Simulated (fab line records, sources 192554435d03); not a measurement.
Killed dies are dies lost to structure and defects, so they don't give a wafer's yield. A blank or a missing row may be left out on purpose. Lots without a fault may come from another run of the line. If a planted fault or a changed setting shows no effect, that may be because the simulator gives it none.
fab line records :: flow n5_finfet
[record]
  lots = 4
  wafers = 12
  last_day = 18
route steps=1938 shown TV_LITHO@1876 TV_OPEN@1887 PAD_METAL@1893 PASSIVATION@1897
lots that met no fault: taken from a fault-free run of the same line
start_h: start of the lot's first displayed wafer, in hours after the record's first day :: wait_h: time in hours since the lot's previous step :: " as in the row above :: L1.1+2: several wafers, shown together as one row :: - no value, or no start was given :: * or withheld: withheld :: < > ~ a bound
route shown NAME@n: NAME is a module with steps in the file, n the number in the route of the first one :: usual: mean and standard deviation over wafers with no fault :: same: alike in all rows :: chamber/n: place in a boat :: sites: each site's reading :: _std_site: standard deviation of those values :: _edge_site: mean of outer sites minus mean of inner sites :: radius_mm: for every site, how far away it sits from the centre of the wafer :: mask NAME#n: copy n :: behind: tool/chamber where the wafer was last shaped :: hold: cause of the lot's hold/its duration in hours/its outcome :: device: transistor that didn't switch, given as n, p or np :: end of line: the route-end tests of the same wafers :: a step with no rows: only its recipe :: killed: at the first sort, the dies lost to defects and structure; wafer yield is something else :: map: shows each die of a wafer: x if killed, . if not, _ if none is there
set.NAME: the run value of the setting; set.NAME@STEP: its run value at that earlier step :: model.NAME: the simulator's own value behind a step, which no gauge read
lots at selected steps of the route; one table per step, one row per wafer
services: the hour from which a tool's chamber was out of use, counted from the record's first day as start_h (under 0 if before that day), plus the number of hours and why
[[steps]]
[step N5_PASSIVATION_COAT_04]
[recipe]
  spin_rpm = *
  resist_thk_nm = *
[step N5_PASSIVATION_EBR_06]
[recipe]
  solvent = PGMEA
  ebr_width_mm = 1.5
[step N5_PASSIVATION_SOFTBAKE_05]
[recipe]
  temp_c = 100
  time_s = 90
[step N5_PASSIVATION_EXPOSE_07]
[recipe]
  mask_id = TV
  na = 0.55
  source_shape = conventional
  sigma_outer = 0.8
  polarization = unpolarized
  defocus_nm = 0
  target_cd_nm = 3000
  dose_mj = 22.75
[step N5_PASSIVATION_PEB_08]
[recipe]
  peb_temp_c = withheld
  peb_time_s = *
[step N5_PASSIVATION_DEVELOP_09]
[recipe]
  develop_time_s = 60
  rinse_liquid = diw
  dry = air_spin
  dev_temp_c = 21
[step N5_PASSIVATION_HARDBAKE_11]
[recipe]
  temp_c = 130
  time_s = 120
[step N5_PASSIVATION_DESCUM_12]
[recipe]
  chemistry = O2
  time_s = 7.9
  source_power_w = 50
  bias_power_w = 20
  pressure_mtorr = 20
  rf_frequency_hz = 2.712e+07
  temp_c = 40
  o2_flow_sccm = 225
[step N5_PASSIVATION_PASS_ETCH_74]
[recipe]
  chemistry = CF4/O2
  target = SiNx
  target_depth_a = 2200
  time_s = 110
  ion_energy_ev = 100
  pressure_mtorr = 40
  source_w = 535
  bias_w = 49
  Ar_flow_sccm = 100
  cf4_flow_sccm = 100
  O2_flow_sccm = 10
[step N5_PASSIVATION_VIA_ETCH_13]
[recipe]
  chemistry = CHF3/O2
  target = SiO2
  target_depth_a = 6600
  CHF3_flow_sccm = 50
  O2_flow_sccm = 5
  Ar_flow_sccm = 200
  time_s = 330
  mask_material = PR
  pressure_mtorr = 30
  source_w = 650
  bias_w = 170
  ion_energy_ev = 200
  ends = cleared
[usual]
  drypump_motor_current_A = 5.77/0.26
  etch_rf_on_time_s = 235/5.9
  oes_f_703_au = 0.78/0.074
  oes_product_au = 0.71/0.07
  rf_vpp_V = 526/6.7
  showerhead_plenum_p_Torr = 2.43/0.075
  throttle_valve_pct = 18.83/0.24
lot.wafer: L847.1
tool: rie_diel-03
chamber: 2
start_h: 290.62
wait_h: 0.0
drypump_motor_current_A: 5.71
etch_rf_on_time_s: 231
oes_f_703_au: 0.83
oes_product_au: 0.75
rf_hours_counter_h: 89
rf_vpp_V: 529
showerhead_plenum_p_Torr: 2.55
throttle_valve_pct: 18.65

lot.wafer: L847.2
tool: rie_diel-03
chamber: 3
start_h: 290.62
wait_h: 0.0
drypump_motor_current_A: 5.47
etch_rf_on_time_s: 235
oes_f_703_au: 0.76
oes_product_au: 0.68
rf_hours_counter_h: 155
rf_vpp_V: 527
showerhead_plenum_p_Torr: 2.32
throttle_valve_pct: 19.04

lot.wafer: L847.4
tool: rie_diel-03
chamber: 1
start_h: 290.62
wait_h: 0.0
drypump_motor_current_A: 6.35
etch_rf_on_time_s: 242
oes_f_703_au: 0.68
oes_product_au: 0.62
rf_hours_counter_h: 200
rf_vpp_V: 525
showerhead_plenum_p_Torr: 2.48
throttle_valve_pct: 18.57

lot.wafer: L852.1
tool: rie_diel-03
chamber: 3
start_h: 348.64
wait_h: 0.0
drypump_motor_current_A: 5.45
etch_rf_on_time_s: 241
oes_f_703_au: 0.75
oes_product_au: 0.67
rf_hours_counter_h: 171
rf_vpp_V: 527
showerhead_plenum_p_Torr: 2.31
throttle_valve_pct: 19.08

lot.wafer: L852.2
tool: rie_diel-03
chamber: 1
start_h: 348.64
wait_h: 0.0
drypump_motor_current_A: 6.30
etch_rf_on_time_s: 248
oes_f_703_au: 0.68
oes_product_au: 0.61
rf_hours_counter_h: 215
rf_vpp_V: 523
showerhead_plenum_p_Torr: 2.48
throttle_valve_pct: 18.58

lot.wafer: L852.5
tool: rie_diel-03
chamber: 0
start_h: 348.64
wait_h: 0.0
drypump_motor_current_A: 5.59
etch_rf_on_time_s: 235
oes_f_703_au: 0.83
oes_product_au: 0.74
rf_hours_counter_h: -
rf_vpp_V: 530
showerhead_plenum_p_Torr: 2.43
throttle_valve_pct: 18.75

lot.wafer: L848.2
tool: rie_diel-03
chamber: 3
start_h: 353.63
wait_h: 0.0
drypump_motor_current_A: 5.47
etch_rf_on_time_s: 235
oes_f_703_au: 0.75
oes_product_au: 0.68
rf_hours_counter_h: 173
rf_vpp_V: 528
showerhead_plenum_p_Torr: 2.31
throttle_valve_pct: 19.06

lot.wafer: L848.4
tool: rie_diel-03
chamber: 1
start_h: 353.63
wait_h: 0.0
drypump_motor_current_A: 6.36
etch_rf_on_time_s: 250
oes_f_703_au: 0.68
oes_product_au: 0.61
rf_hours_counter_h: 217
rf_vpp_V: 524
showerhead_plenum_p_Torr: 2.48
throttle_valve_pct: 18.61

lot.wafer: L848.5
tool: rie_diel-03
chamber: 1
start_h: 353.63
wait_h: 0.0
drypump_motor_current_A: 6.36
etch_rf_on_time_s: 258
oes_f_703_au: 0.68
oes_product_au: 0.61
rf_hours_counter_h: -
rf_vpp_V: 524
showerhead_plenum_p_Torr: 2.48
throttle_valve_pct: 18.59

lot.wafer: L865.1
tool: rie_diel-06
chamber: 3
start_h: 417.92
wait_h: 0.0
drypump_motor_current_A: 5.84
etch_rf_on_time_s: 239
oes_f_703_au: 0.81
oes_product_au: 0.71
rf_hours_counter_h: 120
rf_vpp_V: 515
showerhead_plenum_p_Torr: 2.32
throttle_valve_pct: 18.57

lot.wafer: L865.3
tool: rie_diel-06
chamber: 2
start_h: 417.92
wait_h: 0.0
drypump_motor_current_A: 5.85
etch_rf_on_time_s: 231
oes_f_703_au: 0.71
oes_product_au: 0.65
rf_hours_counter_h: 227
rf_vpp_V: 533
showerhead_plenum_p_Torr: 2.37
throttle_valve_pct: 19.09

lot.wafer: L865.5
tool: rie_diel-06
chamber: 2
start_h: 417.92
wait_h: 0.0
drypump_motor_current_A: 5.86
etch_rf_on_time_s: 233
oes_f_703_au: 0.70
oes_product_au: 0.65
rf_hours_counter_h: -
rf_vpp_V: 533
showerhead_plenum_p_Torr: 2.37
throttle_valve_pct: 19.11
[step N5_PASSIVATION_STRIP_14]
[recipe]
  chemistry = O2
  power_w = 600
  temp_c = 60
  pressure_mtorr = 30
  rf_frequency_hz = 6e+07
  bias_power_w = 0
  overash_fraction = 0.5
  o2_flow_sccm = 225
[step N5_PASSIVATION_ETCH_15]
[recipe]
  chemistry = CF4/N2
  target = SiCN
  target_depth_a = 750
  taper_deg = 2
  time_s = 81.2
  ion_energy_ev = 150
  mask_material = SiNx
  pressure_mtorr = 40
  source_w = 430
  bias_w = 70
  Ar_flow_sccm = 100
  cf4_flow_sccm = 60
  n2_flow_sccm = 60
[step N5_PASSIVATION_STRIP_73]
[recipe]
  chemistry = post_etch_residue_remover
  time_s = 60
  temp_c = 25
  remover_ph = withheld
  remover_water_wt_pct = withheld
  remover_fluoride_wt_pct = withheld
[step N5_PASSIVATION_SRD_17]
[recipe]
  time_s = 30
  temp_c = 23
  rinse_liquid = diw
  dry = n2_spin
  spin_rpm = 1500
  dry_time_s = 30
[step N5_PASSIVATION_DEGAS_18]
[recipe]
  ambient = vacuum
  temp_c = 300
  time_s = 60
[step N5_PASSIVATION_PRE_CLEAN_19]
[recipe]
  gas = H2/He
  time_s = *
  temp_c = *
[step N5_PASSIVATION_SPUTTER_20]
[recipe]
  material = TaN
  target_thk_a = 500
  temp_c = 25
  chamber_pressure_pa = 0.4
[step N5_PASSIVATION_AL_DEP_21]
[recipe]
  material = Al
  target_thk_a = 28000
  temp_c = 400
  time_s = 170
  power_w = 30000
  chamber_pressure_pa = 0.4
  gas = Ar
[step N5_PASSIVATION_HMDS_23]
[recipe]
  time_s = 60
  temp_c = 120
[step N5_PASSIVATION_COAT_24]
[recipe]
  spin_rpm = 3000
  resist_thk_nm = withheld
[step N5_PASSIVATION_EBR_26]
[recipe]
  solvent = PGMEA
  ebr_width_mm = 1.5
[step N5_PASSIVATION_SOFTBAKE_25]
[recipe]
  temp_c = 100
  time_s = 90
[step N5_PASSIVATION_EXPOSE_27]
[recipe]
  mask_id = PAD
  na = 0.55
  source_shape = conventional
  sigma_outer = 0.8
  polarization = unpolarized
  defocus_nm = 0
  dose_mj = 32.3
[step N5_PASSIVATION_PEB_28]
[recipe]
  peb_temp_c = withheld
  peb_time_s = *
[step N5_PASSIVATION_DEVELOP_29]
[recipe]
  develop_time_s = 60
  rinse_liquid = diw
  dry = air_spin
  dev_temp_c = 21
[step N5_PASSIVATION_HARDBAKE_31]
[recipe]
  temp_c = 130
  time_s = 120
[step N5_PASSIVATION_DESCUM_32]
[recipe]
  chemistry = O2
  time_s = 7.9
  source_power_w = 50
  bias_power_w = 20
  pressure_mtorr = 20
  rf_frequency_hz = 2.712e+07
  temp_c = 40
  o2_flow_sccm = 225
[step N5_PASSIVATION_AL_ETCH_33]
[recipe]
  chemistry = Cl2/BCl3
  target_depth_a = 28000
  over_etch_frac = 0.15
  Cl2_flow_sccm = 180
  bcl3_flow_sccm = 60
  target = Al
  stop_on = TaN
  time_s = 466.7
  ion_energy_ev = 100
  pressure_mtorr = 10
  icp_w = 900
  bias_w = 100
[step N5_PASSIVATION_ETCH_59]
[recipe]
  chemistry = Cl2/BCl3
  target = TaN
  target_depth_a = 650
  time_s = 34.9
  ion_energy_ev = 100
  pressure_mtorr = 10
  icp_w = 900
  bias_w = 100
  Cl2_flow_sccm = 60
  bcl3_flow_sccm = 30
[step N5_PASSIVATION_STRIP_34]
[recipe]
  chemistry = O2
  power_w = 600
  temp_c = 60
  pressure_mtorr = 30
  rf_frequency_hz = 6e+07
  bias_power_w = 0
  overash_fraction = 2
  o2_flow_sccm = 225
[step N5_PASSIVATION_STRIP_51]
[recipe]
  chemistry = post_etch_residue_remover
  time_s = 1200
  temp_c = 72.5
[step N5_PASSIVATION_CLEAN_69]
[recipe]
  chemistry = IPA
  time_s = 180
  temp_c = 25
[step N5_PASSIVATION_SRD_70]
[recipe]
  dry = ipa_marangoni
  time_s = 30
  temp_c = 23
  rinse_liquid = diw
[step N5_PASSIVATION_PECVD_53]
[recipe]
  material = SiO2
  target_thk_a = 8000
  temp_c = 400
  precursor = TEOS/O2
  pressure_torr = 6.5
  rf_w = withheld
  teos_flow_sccm = withheld
  gas = O2
  flow_sccm = 2650
  time_s = 169.4
[step N5_PASSIVATION_PECVD_35]
[recipe]
  material = SiNx
  target_thk_a = 7000
  temp_c = 400
  precursor = SiH4/NH3/N2
  pressure_torr = 4.9
  rf_w = 1406
  time_s = 151.3
[step N5_PASSIVATION_HMDS_37]
[recipe]
  time_s = 60
  temp_c = 120
[step N5_PASSIVATION_PROBE_49]
[usual]
  defect_limited_yield = 91.5/1.5
  killed_at_M0_to_M3 = 33/10
  killed_at_M4_up = 15/6.4
  killed_at_contacts = 12/5.4
  killed_at_front_end = 38/9.8
  killed_at_other = 4/3.1
  killed_dies = 101/18
  killed_open = 67/14
  killed_short = 33/7.9
  sort_bin_5_function = 5.0/1
  sort_bin_6_memory = 3.2/0.67
  sort_n_pass = 1079/18
  sort_yield_pct = 91.5/1.5
[same]
  gross_dies = 1180
  killed_at_back_side = 0
  sort_bin_4_leakage[%] = 0
  sort_bin_8_speed[%] = 0
lot.wafer: L847.1
tool: prober-01
chamber: -
start_h: 296.78
wait_h: 0.0
defect_limited_yield[%]: 91.9
killed_at_M0_to_M3: 26
killed_at_M4_up: 13
killed_at_contacts: 6
killed_at_front_end: 47
killed_at_other: 4
killed_dies: 96
killed_open: 73
killed_short: 23
sort_bin_5_function[%]: 4.6
sort_bin_6_memory[%]: 3.5
sort_n_pass: 1084
sort_yield_pct[%]: 91.9

lot.wafer: L847.2
tool: prober-01
chamber: -
start_h: 296.83
wait_h: 0.1
defect_limited_yield[%]: 92.5
killed_at_M0_to_M3: 38
killed_at_M4_up: 5
killed_at_contacts: 9
killed_at_front_end: 35
killed_at_other: 2
killed_dies: 89
killed_open: 59
killed_short: 30
sort_bin_5_function[%]: 3.6
sort_bin_6_memory[%]: 3.5
sort_n_pass: 1091
sort_yield_pct[%]: 92.5

lot.wafer: L847.4
tool: prober-01
chamber: -
start_h: 296.93
wait_h: 0.2
defect_limited_yield[%]: 88.9
killed_at_M0_to_M3: 31
killed_at_M4_up: 23
killed_at_contacts: 8
killed_at_front_end: 65
killed_at_other: 4
killed_dies: 131
killed_open: 91
killed_short: 40
sort_bin_5_function[%]: 6.4
sort_bin_6_memory[%]: 4.5
sort_n_pass: 1049
sort_yield_pct[%]: 88.9

lot.wafer: L852.1
tool: prober-01
chamber: -
start_h: 356.03
wait_h: 0.0
defect_limited_yield[%]: 84.3
killed_at_M0_to_M3: 24
killed_at_M4_up: 16
killed_at_contacts: 1
killed_at_front_end: 31
killed_at_other: 113
killed_dies: 185
killed_open: 54
killed_short: 28
sort_bin_5_function[%]: 10.5
sort_bin_6_memory[%]: 3.1
sort_n_pass: 995
sort_yield_pct[%]: 84.3

lot.wafer: L852.2
tool: prober-01
chamber: -
start_h: 356.08
wait_h: 0.1
defect_limited_yield[%]: 82.5
killed_at_M0_to_M3: 29
killed_at_M4_up: 12
killed_at_contacts: 8
killed_at_front_end: 29
killed_at_other: 129
killed_dies: 207
killed_open: 49
killed_short: 36
sort_bin_5_function[%]: 11.5
sort_bin_6_memory[%]: 2.9
sort_n_pass: 973
sort_yield_pct[%]: 82.5

lot.wafer: L852.5
tool: prober-01
chamber: -
start_h: 356.23
wait_h: 0.2
defect_limited_yield[%]: 84.9
killed_at_M0_to_M3: 34
killed_at_M4_up: 10
killed_at_contacts: 5
killed_at_front_end: 31
killed_at_other: 98
killed_dies: 178
killed_open: 54
killed_short: 29
sort_bin_5_function[%]: 8.6
sort_bin_6_memory[%]: 4.5
sort_n_pass: 1002
sort_yield_pct[%]: 84.9

lot.wafer: L848.2
tool: prober-02
chamber: -
start_h: 361.65
wait_h: 0.1
defect_limited_yield[%]: 83.0
killed_at_M0_to_M3: 45
killed_at_M4_up: 4
killed_at_contacts: 12
killed_at_front_end: 26
killed_at_other: 114
killed_dies: 201
killed_open: 53
killed_short: 35
sort_bin_5_function[%]: 10.9
sort_bin_6_memory[%]: 3.4
sort_n_pass: 979
sort_yield_pct[%]: 83.0

lot.wafer: L848.4
tool: prober-02
chamber: -
start_h: 361.75
wait_h: 0.2
defect_limited_yield[%]: 81.3
killed_at_M0_to_M3: 49
killed_at_M4_up: 9
killed_at_contacts: 12
killed_at_front_end: 30
killed_at_other: 121
killed_dies: 221
killed_open: 73
killed_short: 28
sort_bin_5_function[%]: 12.1
sort_bin_6_memory[%]: 4.4
sort_n_pass: 959
sort_yield_pct[%]: 81.3

lot.wafer: L848.5
tool: prober-02
chamber: -
start_h: 361.80
wait_h: 0.2
defect_limited_yield[%]: 80.8
killed_at_M0_to_M3: 31
killed_at_M4_up: 11
killed_at_contacts: 23
killed_at_front_end: 36
killed_at_other: 126
killed_dies: 227
killed_open: 73
killed_short: 29
sort_bin_5_function[%]: 11.7
sort_bin_6_memory[%]: 5.3
sort_n_pass: 953
sort_yield_pct[%]: 80.8
// killed by level:class
L847.1 STI_FIN_REVEAL:geometric_particle:open=19 BEOL_M4:geometric_particle:open=8 BEOL_M2:geometric_particle:open=7 BEOL_M1:geometric_particle:open=6 BEOL_M3:geometric_particle:open=6 STARTING-WAFER:geometric_particle:open=5 SPACER0:geometric_particle:open=4 MOL_CONTACT_COAG:geometric_particle:open=4
L847.2 BEOL_M1:geometric_particle:open=9 BEOL_M2:geometric_particle:open=9 FIN_SAQP:geometric_particle:short=7 STI_FIN_REVEAL:geometric_particle:open=7 BEOL_M0_SAQP:geometric_particle:short=7 MOL_CONTACT_COAG:geometric_particle:open=6 DUMMY_GATE:geometric_particle:open=5 BEOL_M0_SAQP:geometric_particle:open=5
L847.4 FIN_SAQP:geometric_particle:short=19 STI_FIN_REVEAL:geometric_particle:open=14 BEOL_M2:geometric_particle:open=10 BEOL_M4:geometric_particle:open=10 MOL_CONTACT_COAG:geometric_particle:open=7 BEOL_M0_SAQP:geometric_particle:open=7 BEOL_M3:geometric_particle:open=6 FIN_SAQP:geometric_particle:open=5
L852.1 TV_OPEN:unspecified=103 BEOL_M4:geometric_particle:open=11 BEOL_M1:geometric_particle:open=7 FIN_SAQP:geometric_particle:short=5 STI_FIN_REVEAL:geometric_particle:open=5 BEOL_M0_SAQP:geometric_particle:short=5 STARTING-WAFER:geometric_particle:open=5 DUMMY_GATE:geometric_particle:open=4
L852.2 TV_OPEN:unspecified=120 BEOL_M0_SAQP:geometric_particle:open=11 BEOL_M0_SAQP:geometric_particle:short=11 MOL_CONTACT_COAG:geometric_particle:open=8 FIN_SAQP:geometric_particle:short=7 MIM_TOP_ETCH:geometric_particle:short=5 FIN_SAQP:geometric_particle:open=4 BEOL_M2:geometric_particle:open=4
L852.5 TV_OPEN:unspecified=91 BEOL_M3:geometric_particle:open=12 BEOL_M0_SAQP:geometric_particle:open=8 FIN_SAQP:geometric_particle:short=7 BEOL_M0_SAQP:geometric_particle:short=6 MOL_CONTACT_COAG:geometric_particle:open=5 FIN_SAQP:geometric_particle:open=4 STI_FIN_REVEAL:geometric_particle:open=4
L848.2 TV_OPEN:unspecified=112 BEOL_M0_SAQP:geometric_particle:short=13 BEOL_M0_SAQP:geometric_particle:open=12 MOL_CONTACT_COAG:geometric_particle:open=10 BEOL_M1:geometric_particle:open=10 FIN_SAQP:geometric_particle:open=4 GATE_CUT:geometric_particle:short=4 BEOL_M1:geometric_particle:short=4
L848.4 TV_OPEN:unspecified=119 BEOL_M2:geometric_particle:open=10 BEOL_M3:geometric_particle:open=10 BEOL_M1:geometric_particle:open=10 MOL_CONTACT_COAG:geometric_particle:open=9 BEOL_M0_SAQP:geometric_particle:open=6 STI_FIN_REVEAL:geometric_particle:open=5 BEOL_M0_SAQP:geometric_particle:short=5
L848.5 TV_OPEN:unspecified=124 MOL_CONTACT_COAG:geometric_particle:open=21 BEOL_M2:geometric_particle:open=7 BEOL_M0_SAQP:geometric_particle:open=7 BEOL_M1:geometric_particle:open=7 FIN_SAQP:geometric_particle:open=5 STARTING-WAFER:geometric_particle:open=5 FIN_SAQP:geometric_particle:short=4
// map L848.5 (x killed, . not)
_________________x...x.......________________
______________...............x.._____________
___________x............x.x........__________
__________.....xx............x......_________
________...xxx........................_______
_______.x.x........................x...______
______...............................x.._____
_____..........xx.xx.xx.........x........____
____xx......xx..x...........x.....x......x___
___..x........xxx.xxxxxx...................__
___.......x.x.xxxxxxxxx.x..........x.......__
__.x........xxxxxxxxxxx.x...x..x............_
__...x.....xxxxxxxxxxxxxx.x.x......x...x...._
_x...x.....xxxxxxxxxxxxxxx...................
_.........xxxxxxxxxxxxx.x....................
_.x....x....xxxxxxxxxxxx.....x...xx..........
_..........x..xxxxxxxxxx........xx...........
_.......x...xxxxxxxxx.x.x...x.........x......
_......x......x.x...x.......x................
_.....x.....x.xxx...x........................
_.........x......x.......x.......x...........
__........x.........x.x...........xx........_
__........x..........x.....x.....x...x......_
___....x....x..x.........x.................__
___....x....................x.x............__
____...................xx.......x.......x.___
_____....................................____
______.x..x...x......x.....x.x.......xx._____
_______.........x.x..x..............x..______
________........x.x..x......x........._______
__________.....x.......xxx.x........_________
___________..............x.......x.__________
______________...xx....x..x....._____________
_________________......x.....________________
// map L852.2 (x killed, . not)
_________________............________________
______________.......x...x......_____________
___________........................__________
__________.x..........x............x_________
________.....xx.xx...................._______
_______........................x......x______
______x......x.x..................x....._____
_____x.......x........x..x..........x..x.____
____.......x..x.xxx....x.......x.........x___
___...........xxx..xxx.x........xx.........__
___.x......xxx.xxxxxxxxxxx...x...........x.__
__..x....xx.xxxxxxxxxxx...........x..x......_
__.....x..x.xxxxxxxxxxxxx...............x..._
_.........xxxxxxxxxxxxxxx.............x......
_...x.......xxxxxxxxxxxxxx.......x...........
_........x.xxxxxxxxxxxxxxx..................x
_...x......xxxxxxxxxxxxxx....x.............x.
_............xxxxxxxx.x...............x......
_..x..x....x..xx.xxx.xx......................
_.............x..x....x.x....................
_x...x......xx....x.x.......................x
__...x..................x..........x........_
__..............x..........x....x..........._
___.....x.........................x........__
___.....x...x............x.................__
____....................x..........x......___
_____............x...........x...........____
______...............................x.._____
_______.....x.......x..................______
________....x..................x......_______
__________......x..................._________
___________x..................x....__________
______________.................._____________
_________________............________________
[[services]]
tool: rie_diel-06
chamber: 3
start_h: 291.33
hours: 1.9
kind: repair

tool: rie_diel-06
chamber: 0
start_h: 369.06
hours: 18.3
kind: repair

tool: rie_diel-06
chamber: 0
start_h: 387.43
hours: -
kind: clean

tool: rie_diel-06
chamber: 0
start_h: 387.43
hours: -
kind: consumable_replace:focus_ring

tool: rie_diel-06
chamber: 0
start_h: 387.43
hours: 22.2
kind: scheduled_down

tool: rie_diel-06
chamber: 0
start_h: 387.43
hours: 22.2
kind: vent_cycle

tool: rie_diel-06
chamber: 0
start_h: 414.97
hours: 6.0
kind: repair
[[key]]
[first_sign]
  step = N5_PASSIVATION_PROBE_49
  reading = killed_at_other
  direction = up
  sigmas = 37
  usual = 4
  struck = 117
[effect]
  step = N5_PASSIVATION_PROBE_49
  reading = defect_limited_yield
  direction = down
  sigmas = 5.7
  usual = 91.5
  struck = 82.8
[more_kills_born_at]
  N5_PASSIVATION_VIA_ETCH_13@rie_diel-03 = 669
met_at N5_PASSIVATION_VIA_ETCH_13
struck_wafers L848.2,L848.4,L848.5,L852.1,L852.2,L852.5
onset_between 290.62 348.64
[fault]
  kind = chamber_particle_source
  tool = rie_diel-03
  chamber = -
  onset_h = 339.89
  steps = N5_PASSIVATION_VIA_ETCH_13
  rate_per_visit_cm2 = 0.84865
  end_h = 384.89
